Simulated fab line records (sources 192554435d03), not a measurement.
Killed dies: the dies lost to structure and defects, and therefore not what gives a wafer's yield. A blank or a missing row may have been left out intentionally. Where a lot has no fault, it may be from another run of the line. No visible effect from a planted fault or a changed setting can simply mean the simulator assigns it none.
The tool behind it: which one? + flow n5Finfet + 33 wafers from 11 lots sampled at 5 of the route's 1938 steps

WHAT EACH GAUGE READ, for each wafer
The record holds no reading of a measuring or inspecting step that can be judged against a usual standard deviation.

WHAT TOOL EACH LOT RAN ON (gives the tool, then ch and the chambers of the sampled wafers, and finally the start)
| lot  | N5_BEOL_M12_SPUTTER_43      | N5_MIM_TOP_DEGAS_04         | N5_MIM_BOT_LITHO_DESCUM_10        | N5_PASSIVATION_ETCH_15                       | N5_PASSIVATION_PROBE_49 |
|------|-----------------------------|-----------------------------|-----------------------------------|----------------------------------------------|-------------------------|
| L873 | pvdSputter-02, day 11 08:21 | pvdSputter-03, day 12 08:27 | rieDiel-01 ch 1,2,3, day 12 09:45 | rieDiel-05 ch 0,1,2, no start                | -                       |
| L874 | pvdSputter-03, day 11 13:57 | pvdSputter-02, day 12 10:17 | rieDiel-01 ch 2,3, day 12 11:40   | rieDiel-03 ch 1,2, no start                  | -                       |
| L876 | pvdSputter-02, day 11 22:16 | pvdSputter-03, day 12 19:16 | rieDiel-01 ch 0,2,3, day 12 20:46 | rieDiel-03 ch 0,2,3, no start                | -                       |
| L882 | pvdSputter-02, day 12 14:40 | pvdSputter-02, day 13 13:05 | rieDiel-01 ch 0,1,2, day 13 14:29 | rieDiel-03 ch 1,2,3, no start                | -                       |
| L878 | pvdSputter-02, day 12 15:32 | pvdSputter-01, day 13 13:13 | rieDiel-01 ch 0,2,3, day 13 14:44 | rieDiel-05 ch 0,1,3, no start                | -                       |
| L879 | pvdSputter-02, day 12 18:49 | pvdSputter-03, day 13 13:32 | rieDiel-01 ch 0,2,3, day 13 15:07 | rieDiel-03 ch 0,1,2, day 14 01:56 or earlier | prober-01, day 14 01:56 |
| L881 | pvdSputter-02, day 13 09:48 | pvdSputter-02, day 14 06:51 | rieDiel-02 ch 0,2,3, day 14 08:14 | rieDiel-05 ch 0,1,3, day 14 19:13 or earlier | prober-01, day 14 19:13 |
| L888 | pvdSputter-03, day 14 19:07 | pvdSputter-03, day 15 15:29 | rieDiel-01 ch 1,2,3, day 15 17:30 | rieDiel-05 ch 0,2,3, no start                | -                       |
| L890 | pvdSputter-03, day 15 02:40 | pvdSputter-03, day 16 01:19 | rieDiel-06 ch 0,1,2, day 16 02:59 | rieDiel-03 ch 0,3, no start                  | -                       |
| L893 | pvdSputter-03, day 15 11:56 | pvdSputter-03, day 16 08:42 | rieDiel-02 ch 0,1,2, day 16 09:58 | rieDiel-05 ch 0,1,2, no start                | -                       |
| L895 | pvdSputter-02, day 16 12:13 | pvdSputter-01, day 17 15:13 | rieDiel-01 ch 0,3, day 17 16:46   | rieDiel-05 ch 0,1, no start                  | -                       |
- N5_BEOL_M12_SPUTTER_43: material TaN, target thk 15 nm, time 24.19 s.
- N5_MIM_TOP_DEGAS_04: time 60 s.
- N5_MIM_BOT_LITHO_DESCUM_10: chemistry O2, time 7.9 s.
- N5_PASSIVATION_ETCH_15: etches SiCN in CF4/N2, target depth 75 nm, time 81.2 s.
- N5_PASSIVATION_PROBE_49

WHAT THE TOOLS THEMSELVES READ (means of the sampled wafers that have a number; where no wafer has one, the mark that the record gives instead)
N5_BEOL_M12_SPUTTER_43. Usual: throttleValvePct 30.3 %, standard deviation 1.2.
| lot  | tool          | throttleValvePct (%) | flag |
|------|---------------|----------------------|------|
| L873 | pvdSputter-02 | 30.6                 |      |
| L874 | pvdSputter-03 | 30.5                 |      |
| L876 | pvdSputter-02 | 30.3                 |      |
| L882 | pvdSputter-02 | 30.6                 |      |
| L878 | pvdSputter-02 | 29.7                 |      |
| L879 | pvdSputter-02 | 30.0                 |      |
| L881 | pvdSputter-02 | 29.9                 |      |
| L888 | pvdSputter-03 | 30.5                 |      |
| L890 | pvdSputter-03 | 30.7                 |      |
| L893 | pvdSputter-03 | 30.2                 |      |
| L895 | pvdSputter-02 | 29.6                 |      |

N5_MIM_TOP_DEGAS_04. Usual: heaterPowerW 420 W, standard deviation 41.
| lot  | tool          | heaterPowerW (W) | flag |
|------|---------------|------------------|------|
| L873 | pvdSputter-03 | 404              |      |
| L874 | pvdSputter-02 | 447              |      |
| L876 | pvdSputter-03 | 396              |      |
| L882 | pvdSputter-02 | 441              |      |
| L878 | pvdSputter-01 | 361              |      |
| L879 | pvdSputter-03 | 410              |      |
| L881 | pvdSputter-02 | 438              |      |
| L888 | pvdSputter-03 | 422              |      |
| L890 | pvdSputter-03 | 406              |      |
| L893 | pvdSputter-03 | 405              |      |
| L895 | pvdSputter-01 | 360              |      |

N5_MIM_BOT_LITHO_DESCUM_10. Usual: drypumpMotorCurrentA 5.7 A, standard deviation 0.47; oesProductAu 0.80 a.u., standard deviation 0.088; rfVppV 243.4 V, standard deviation 1.5; showerheadPlenumPTorr 2.11 Torr, standard deviation 0.079; throttleValvePct 20.41 %, standard deviation 0.19.
| lot  | tool       | drypumpMotorCurrentA (A) | oesProductAu (a.u.) | rfVppV (V) | showerheadPlenumPTorr (Torr) | throttleValvePct (%) | flag |
|------|------------|--------------------------|---------------------|------------|------------------------------|----------------------|------|
| L873 | rieDiel-01 | 5.6                      | 0.84                | 244.6      | 2.17                         | 20.36                |      |
| L874 | rieDiel-01 | 5.8                      | 0.82                | 244.2      | 2.17                         | 20.44                |      |
| L876 | rieDiel-01 | 5.6                      | 0.80                | 243.6      | 2.10                         | 20.51                |      |
| L882 | rieDiel-01 | 5.4                      | 0.81                | 243.0      | 2.10                         | 20.43                |      |
| L878 | rieDiel-01 | 5.6                      | 0.78                | 243.0      | 2.09                         | 20.52                |      |
| L879 | rieDiel-01 | 5.6                      | 0.78                | 243.0      | 2.09                         | 20.52                |      |
| L881 | rieDiel-02 | 5.8                      | 0.78                | 243.8      | 2.13                         | 20.27                |      |
| L888 | rieDiel-01 | 5.6                      | 0.80                | 244.2      | 2.16                         | 20.41                |      |
| L890 | rieDiel-06 | 5.4                      | 0.77                | 243.2      | 2.06                         | 20.49                |      |
| L893 | rieDiel-02 | 6.0                      | 0.82                | 244.3      | 2.17                         | 20.25                |      |
| L895 | rieDiel-01 | 6.0                      | 0.78                | 243.1      | 2.09                         | 20.47                |      |

N5_PASSIVATION_ETCH_15. Usual: drypumpMotorCurrentA 5.8 A, standard deviation 0.4; n2FlowSccm 60.00 sccm, standard deviation 0.18; oesProductAu 0.79 a.u., standard deviation 0.07; rfVppV 382.4 V, standard deviation 2; showerheadPlenumPTorr 2.21 Torr, standard deviation 0.085; throttleValvePct 15.47 %, standard deviation 0.21.
| lot  | tool       | drypumpMotorCurrentA (A) | n2FlowSccm (sccm) | oesProductAu (a.u.) | rfVppV (V) | showerheadPlenumPTorr (Torr) | throttleValvePct (%) | flag |
|------|------------|--------------------------|-------------------|---------------------|------------|------------------------------|----------------------|------|
| L873 | rieDiel-05 | 5.7                      | 60.13             | 0.83                | 383.4      | 2.26                         | 15.41                |      |
| L874 | rieDiel-03 | 6.1                      | 59.98             | 0.74                | 380.3      | 2.14                         | 15.45                |      |
| L876 | rieDiel-03 | 5.9                      | 60.00             | 0.81                | 383.8      | 2.26                         | 15.52                |      |
| L882 | rieDiel-03 | 6.1                      | 59.90             | 0.79                | 382.6      | 2.22                         | 15.47                |      |
| L878 | rieDiel-05 | 5.6                      | 60.08             | 0.85                | 382.9      | 2.21                         | 15.31                |      |
| L879 | rieDiel-03 | 5.9                      | 59.86             | 0.74                | 381.1      | 2.17                         | 15.52                |      |
| L881 | rieDiel-05 | 5.6                      | 60.06             | 0.84                | 382.2      | 2.21                         | 15.34                |      |
| L888 | rieDiel-05 | 5.7                      | 60.06             | 0.83                | 381.9      | 2.20                         | 15.39                |      |
| L890 | rieDiel-03 | 5.6                      | 60.00             | 0.75                | 382.9      | 2.24                         | 15.70                |      |
| L893 | rieDiel-05 | 5.7                      | 59.84             | 0.79                | 383.1      | 2.24                         | 15.49                |      |
| L895 | rieDiel-05 | 5.6                      | 59.87             | 0.79                | 383.2      | 2.24                         | 15.49                |      |

N5_PASSIVATION_PROBE_49. Usual: defectLimitedYield 91.2 %, standard deviation 1.4; killed_at_M0_to_M3 34, standard deviation 9.4; killed_at_M4_up 13, standard deviation 5.8; killedAtContacts 13, standard deviation 6.4; killedAtFrontEnd 41, standard deviation 11; killedAtOther 3.1, standard deviation 2.3; killedDies 103, standard deviation 16; killedOnRim 13, standard deviation 3.4; killedOpen 69, standard deviation 12; killedShort 33, standard deviation 7.8; sort_bin_5_function 5.1 %, standard deviation 0.91; sort_bin_6_memory 3.3 %, standard deviation 0.63; sortNPass 1077, standard deviation 16; sortYieldPct 91.2 %, standard deviation 1.4.
| lot  | tool      | defectLimitedYield (%) | killed_at_M0_to_M3 | killed_at_M4_up | killedAtContacts | killedAtFrontEnd | killedAtOther | killedDies | killedOnRim | killedOpen | killedShort | sort_bin_5_function (%) | sort_bin_6_memory (%) | sortNPass | sortYieldPct (%) | flag |
|------|-----------|------------------------|--------------------|-----------------|------------------|------------------|---------------|------------|-------------|------------|-------------|-------------------------|-----------------------|-----------|------------------|------|
| L879 | prober-01 | 88.4                   | 35                 | 55              | 6                | 38               | 2.3           | 137        | 18          | 66         | 31          | 7.2                     | 3.2                   | 1043      | 88.4             | OFF  |
| L881 | prober-01 | 88.3                   | 45                 | 54              | 8                | 27               | 2.7           | 137        | 21          | 57         | 38          | 6.8                     | 3.3                   | 1043      | 88.3             | OFF  |

THE ANSWER, worked out from the rows above alone
Rule: take the mean of a lot's wafers that have a number; if it is more than 3 standard deviations from the usual mean, the lot is off. A lot without any number at a reading at which 4 lots or more have one is off too. The other lots that the step has rows for count as sound. The gauges are gone through in route order, then the tools' own readings, and for those a lot's mean is taken as printed above. The first step at which some lot is off is used, and at that step the reading that is off furthest; a lot without a number counts as furthest.
Off at N5_PASSIVATION_PROBE_49 (killed_at_M4_up): L879, L881. Neither off nor sound, because the step has no rows for them: L873, L874, L876, L882, L878, L888, L890, L893, L895.
A tool fits if, at that step or a process step before it, it ran every lot that is off, and no sound lot after the first of them. N5_PASSIVATION_ETCH_15: start missing for some lots; hours and lot order therefore follow N5_PASSIVATION_PROBE_49. 2 tools fit, pvdSputter-02 at N5_BEOL_M12_SPUTTER_43 and prober-01 at N5_PASSIVATION_PROBE_49, so this cannot tell which one it is.

WHAT WAS PUT IN BY THE SIMULATOR
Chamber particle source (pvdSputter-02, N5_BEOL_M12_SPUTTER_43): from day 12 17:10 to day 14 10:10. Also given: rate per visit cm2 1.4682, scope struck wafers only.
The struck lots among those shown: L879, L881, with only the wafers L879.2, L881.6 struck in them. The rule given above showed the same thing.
